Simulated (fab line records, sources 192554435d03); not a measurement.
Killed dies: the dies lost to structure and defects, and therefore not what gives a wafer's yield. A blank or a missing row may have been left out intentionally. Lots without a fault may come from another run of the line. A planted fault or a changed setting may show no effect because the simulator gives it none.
Split-lot trial | flow n5-finfet | on a route of 1938 steps: 7 lots, 39 wafers read

## THE SPLIT
At N5_SD_EPI_P_ETCH_16 (etches SiO2 in CHF3/O2, target depth 5 nm), the setting target-depth-a was moved away from the recipe's 50 angstrom on 18 of the 39 wafers read, by -57.1% to +41.7%. For the rest of the wafers, this setting stayed at what the recipe calls for.

The reading comes from the split's own step.

## THE READING
etch.depth-nm (the simulator's own value, which no gauge read), in nm, at N5_SD_EPI_P_ETCH_16 (etches SiO2 in CHF3/O2, target depth 5 nm). No usual value for it is given in the file. Average 4.937 nm, standard deviation 0.11 nm, over the 21 wafers here run with the recipe.

wafer  | tool, chamber at the split | target-depth-a as run, angstrom | against the recipe | etch.depth-nm, nm | against lot-mates on the recipe
L076.3 | rie-diel-03, 3             | 50                              | recipe             | 5.023             | -
L076.4 | rie-diel-03, 1             | 50                              | recipe             | 4.976             | -
L076.5 | rie-diel-03, 2             | 50                              | recipe             | 5.058             | -
L079.1 | rie-diel-03, 2             | 50                              | recipe             | 4.987             | -
L079.2 | rie-diel-03, 1             | 33.8                            | -32.4%             | 3.357             | -1.647
L079.3 | rie-diel-03, 3             | 50                              | recipe             | 5.027             | -
L079.4 | rie-diel-03, 0             | 33.8                            | -32.4%             | 3.304             | -1.700
L079.5 | rie-diel-03, 2             | 50                              | recipe             | 4.998             | -
L079.6 | rie-diel-03, 1             | 33.8                            | -32.4%             | 3.342             | -1.662
L081.1 | rie-diel-06, 2             | 33.81                           | -32.4%             | 3.318             | -1.666
L081.2 | rie-diel-06, 3             | 50                              | recipe             | 4.946             | -
L081.3 | rie-diel-06, 1             | 50                              | recipe             | 5.023             | -
L081.4 | rie-diel-06, 2             | 33.81                           | -32.4%             | 3.348             | -1.636
L081.5 | rie-diel-06, 3             | 33.81                           | -32.4%             | 3.364             | -1.620
L081.6 | rie-diel-06, 1             | 50                              | recipe             | 4.983             | -
L091.1 | rie-diel-02, 2             | 62.92                           | +25.8%             | 6.397             | +1.495
L091.2 | rie-diel-02, 3             | 50                              | recipe             | 4.751             | -
L091.3 | rie-diel-02, 1             | 50                              | recipe             | 5.208             | -
L091.4 | rie-diel-02, 0             | 62.92                           | +25.8%             | 6.138             | +1.236
L091.5 | rie-diel-02, 3             | 50                              | recipe             | 4.748             | -
L091.6 | rie-diel-02, 2             | 62.92                           | +25.8%             | 6.409             | +1.507
L092.1 | rie-diel-02, 1             | 67.46                           | +34.9%             | 7.048             | +2.191
L092.2 | rie-diel-02, 2             | 67.46                           | +34.9%             | 6.938             | +2.081
L092.3 | rie-diel-02, 0             | 67.46                           | +34.9%             | 6.649             | +1.792
L092.4 | rie-diel-02, 3             | 50                              | recipe             | 4.827             | -
L092.5 | rie-diel-02, 3             | 50                              | recipe             | 4.831             | -
L092.6 | rie-diel-02, 0             | 50                              | recipe             | 4.914             | -
L094.1 | rie-diel-02, 0             | 50                              | recipe             | 4.885             | -
L094.2 | rie-diel-02, 1             | 21.46                           | -57.1%             | 2.247             | -2.628
L094.3 | rie-diel-02, 3             | 50                              | recipe             | 4.816             | -
L094.4 | rie-diel-02, 2             | 21.46                           | -57.1%             | 2.205             | -2.670
L094.5 | rie-diel-02, 1             | 21.46                           | -57.1%             | 2.235             | -2.640
L094.6 | rie-diel-02, 0             | 50                              | recipe             | 4.925             | -
L095.1 | rie-diel-03, 1             | 50                              | recipe             | 4.942             | -
L095.2 | rie-diel-03, 3             | 70.84                           | +41.7%             | 7.215             | +2.301
L095.3 | rie-diel-03, 0             | 70.84                           | +41.7%             | 6.871             | +1.957
L095.4 | rie-diel-03, 2             | 70.84                           | +41.7%             | 7.041             | +2.127
L095.5 | rie-diel-03, 0             | 50                              | recipe             | 4.816             | -
L095.6 | rie-diel-03, 1             | 50                              | recipe             | 4.984             | -

FIT RESULTS
A straight line over all 39 wafers: etch.depth-nm changes by +0.0501 nm for each +1% of target-depth-a; r = +1.00; the points scatter about the line by 0.13 nm.
The same after taking each lot's own level away (the mean of its wafers on the recipe; 39 wafers): +0.0507 nm for each +1%; r = +1.00; scatter 0.14 nm.
On that fit, the largest move of target-depth-a shifts the reading by 2.9 nm.
From 4.8573 to 5.0190 nm: that is the span of the lots' own levels, equal to 1.5 times the standard deviation above.
So the lot-to-lot level changes the slope little: the two slopes agree.
Check: with one of the wafers moved furthest among these (-57.1%) left out of the fit, the line predicts -2.88 nm for it against its lot-mates. It came out at -2.63 nm against them.

## THESE WAFERS: OTHER SPLITS
These wafers also went through other splits before the reading. Each is held against what the fit with the lots' levels taken away leaves over:
other split on the same wafers        | wafers away from the commonest value | r with etch.depth-nm (lot level and that fit taken away)
N5_FIN_SAQP_PECVD_47 time-s           | 9                                    | +0.27
N5_SD_EPI_N_DEVELOP_08 develop-time-s | 15                                   | +0.29

## THE FILE'S OWN FIT
etch.depth-nm changes by +0.0506 nm for each +1% of target-depth-a, r = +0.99.
